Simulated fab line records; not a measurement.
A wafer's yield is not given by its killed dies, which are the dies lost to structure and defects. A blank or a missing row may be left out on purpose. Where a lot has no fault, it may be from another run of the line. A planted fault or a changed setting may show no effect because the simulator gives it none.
Split-lot study / flow n5-finfet / 7 lots, 21 wafers read, on a route of 1938 steps

ABOUT THE SPLIT
At N5_BEOL_M7_PECVD_70 (deposits SiO2 from TEOS/O2, target thk 20 nm, time 22.7 s), the setting temp-c was moved away from the recipe's 400 C on 6 of the 21 wafers read, by -4.0% to +3.7%. This setting was run at the recipe's value on the other wafers.

The reading is taken at the split's own step.

THE READING
SiO2_of_BEOL_M7_PECVD_70.thk-nm (the simulator's own value, which no gauge read), in nm, at N5_BEOL_M7_PECVD_70 (deposits SiO2 from TEOS/O2, target thk 20 nm, time 22.7 s). The file gives no usual value for it. Average 20.1 nm, standard deviation 0.24 nm, over the 15 wafers here run with the recipe.

wafer=L074.2; tool, chamber at the split=pecvd-03, 0,2; temp-c as run, C=400; against the recipe=recipe; SiO2_of_BEOL_M7_PECVD_70.thk-nm, nm=19.8; against lot-mates on the recipe=-
wafer=L074.4; tool, chamber at the split=pecvd-03, 0,2; temp-c as run, C=400; against the recipe=recipe; SiO2_of_BEOL_M7_PECVD_70.thk-nm, nm=19.8; against lot-mates on the recipe=-
wafer=L074.6; tool, chamber at the split=pecvd-03, 1; temp-c as run, C=400; against the recipe=recipe; SiO2_of_BEOL_M7_PECVD_70.thk-nm, nm=20; against lot-mates on the recipe=-
wafer=L078.3; tool, chamber at the split=pecvd-01, 0; temp-c as run, C=383.8; against the recipe=-4.0%; SiO2_of_BEOL_M7_PECVD_70.thk-nm, nm=22; against lot-mates on the recipe=+1.2
wafer=L078.5; tool, chamber at the split=pecvd-01, 1; temp-c as run, C=383.8; against the recipe=-4.0%; SiO2_of_BEOL_M7_PECVD_70.thk-nm, nm=22.4; against lot-mates on the recipe=+1.6
wafer=L078.6; tool, chamber at the split=pecvd-01, 2; temp-c as run, C=400; against the recipe=recipe; SiO2_of_BEOL_M7_PECVD_70.thk-nm, nm=20.8; against lot-mates on the recipe=-
wafer=L077.3; tool, chamber at the split=pecvd-04, 1; temp-c as run, C=409.7; against the recipe=+2.4%; SiO2_of_BEOL_M7_PECVD_70.thk-nm, nm=18.4; against lot-mates on the recipe=-1.6
wafer=L077.4; tool, chamber at the split=pecvd-04, 2,0; temp-c as run, C=400; against the recipe=recipe; SiO2_of_BEOL_M7_PECVD_70.thk-nm, nm=20; against lot-mates on the recipe=-
wafer=L077.6; tool, chamber at the split=pecvd-04, 2,0; temp-c as run, C=400; against the recipe=recipe; SiO2_of_BEOL_M7_PECVD_70.thk-nm, nm=20; against lot-mates on the recipe=-
wafer=L079.2; tool, chamber at the split=pecvd-03, 0,2,0; temp-c as run, C=400; against the recipe=recipe; SiO2_of_BEOL_M7_PECVD_70.thk-nm, nm=20; against lot-mates on the recipe=-
wafer=L079.5; tool, chamber at the split=pecvd-03, 0,2,0; temp-c as run, C=400; against the recipe=recipe; SiO2_of_BEOL_M7_PECVD_70.thk-nm, nm=20; against lot-mates on the recipe=-
wafer=L079.6; tool, chamber at the split=pecvd-03, 0,2,0; temp-c as run, C=400; against the recipe=recipe; SiO2_of_BEOL_M7_PECVD_70.thk-nm, nm=20; against lot-mates on the recipe=-
wafer=L082.2; tool, chamber at the split=pecvd-01, 0; temp-c as run, C=400; against the recipe=recipe; SiO2_of_BEOL_M7_PECVD_70.thk-nm, nm=20.2; against lot-mates on the recipe=-
wafer=L082.4; tool, chamber at the split=pecvd-01, 1; temp-c as run, C=400; against the recipe=recipe; SiO2_of_BEOL_M7_PECVD_70.thk-nm, nm=20.4; against lot-mates on the recipe=-
wafer=L082.6; tool, chamber at the split=pecvd-01, 0; temp-c as run, C=414.8; against the recipe=+3.7%; SiO2_of_BEOL_M7_PECVD_70.thk-nm, nm=18.4; against lot-mates on the recipe=-1.9
wafer=L094.3; tool, chamber at the split=pecvd-01, 1; temp-c as run, C=400; against the recipe=recipe; SiO2_of_BEOL_M7_PECVD_70.thk-nm, nm=20; against lot-mates on the recipe=-
wafer=L094.4; tool, chamber at the split=pecvd-01, 2; temp-c as run, C=400; against the recipe=recipe; SiO2_of_BEOL_M7_PECVD_70.thk-nm, nm=20.2; against lot-mates on the recipe=-
wafer=L094.6; tool, chamber at the split=pecvd-01, 1; temp-c as run, C=411.7; against the recipe=+2.9%; SiO2_of_BEOL_M7_PECVD_70.thk-nm, nm=18.6; against lot-mates on the recipe=-1.5
wafer=L096.1; tool, chamber at the split=pecvd-04, 1; temp-c as run, C=400; against the recipe=recipe; SiO2_of_BEOL_M7_PECVD_70.thk-nm, nm=20.2; against lot-mates on the recipe=-
wafer=L096.2; tool, chamber at the split=pecvd-04, 2; temp-c as run, C=400; against the recipe=recipe; SiO2_of_BEOL_M7_PECVD_70.thk-nm, nm=20; against lot-mates on the recipe=-
wafer=L096.6; tool, chamber at the split=pecvd-04, 0; temp-c as run, C=411.8; against the recipe=+3.0%; SiO2_of_BEOL_M7_PECVD_70.thk-nm, nm=18.6; against lot-mates on the recipe=-1.5
If several chambers appear in one row, that row covers several wafers at once and the file leaves open which wafer was in which chamber.

FIT RESULTS
A straight line over all 21 wafers: SiO2_of_BEOL_M7_PECVD_70.thk-nm changes by -0.52 nm for each +1% of temp-c; r = -0.97; the points scatter about the line by 0.25 nm.
The same after taking each lot's own level away (the mean of its wafers on the recipe; 21 wafers): -0.441 nm for each +1%; r = -0.97; scatter 0.19 nm.
That fit puts the effect of the largest move of temp-c on the reading at 1.8 nm.
Across the lots, their own levels run from 19.87 to 20.80 nm, a range of 3.9 times the standard deviation given above.
In other words, the slope is changed by the lot-to-lot level; the two fits disagree.
Check: with one of the wafers moved furthest among these (-4.0%) left out of the fit, the line predicts +1.91 nm for it against its lot-mates. It came out at +1.2 nm against them.

FURTHER SPLITS ON THESE WAFERS
Before the reading, these wafers also passed through other splits. Each is held against what the fit with the lots' levels taken away leaves over:
other split on the same wafers=N5_BEOL_M2_TRENCH_ETCH_37 bias-w; wafers away from the commonest value=7; r with SiO2_of_BEOL_M7_PECVD_70.thk-nm (lot level and that fit taken away)=-0.07
other split on the same wafers=N5_BEOL_M4_PECVD_72 temp-c; wafers away from the commonest value=5; r with SiO2_of_BEOL_M7_PECVD_70.thk-nm (lot level and that fit taken away)=-0.04
other split on the same wafers=N5_BEOL_M4_COAT_05 spin-rpm; wafers away from the commonest value=6; r with SiO2_of_BEOL_M7_PECVD_70.thk-nm (lot level and that fit taken away)=-0.04
other split on the same wafers=N5_BEOL_M5_COAT_71 spin-rpm; wafers away from the commonest value=6; r with SiO2_of_BEOL_M7_PECVD_70.thk-nm (lot level and that fit taken away)=+0.20
other split on the same wafers=N5_BEOL_M5_ETCH_41 source-w; wafers away from the commonest value=7; r with SiO2_of_BEOL_M7_PECVD_70.thk-nm (lot level and that fit taken away)=-0.04

FILE'S OWN FIT
SiO2_of_BEOL_M7_PECVD_70.thk-nm changes by -0.477 nm for each +1% of temp-c, r = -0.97.
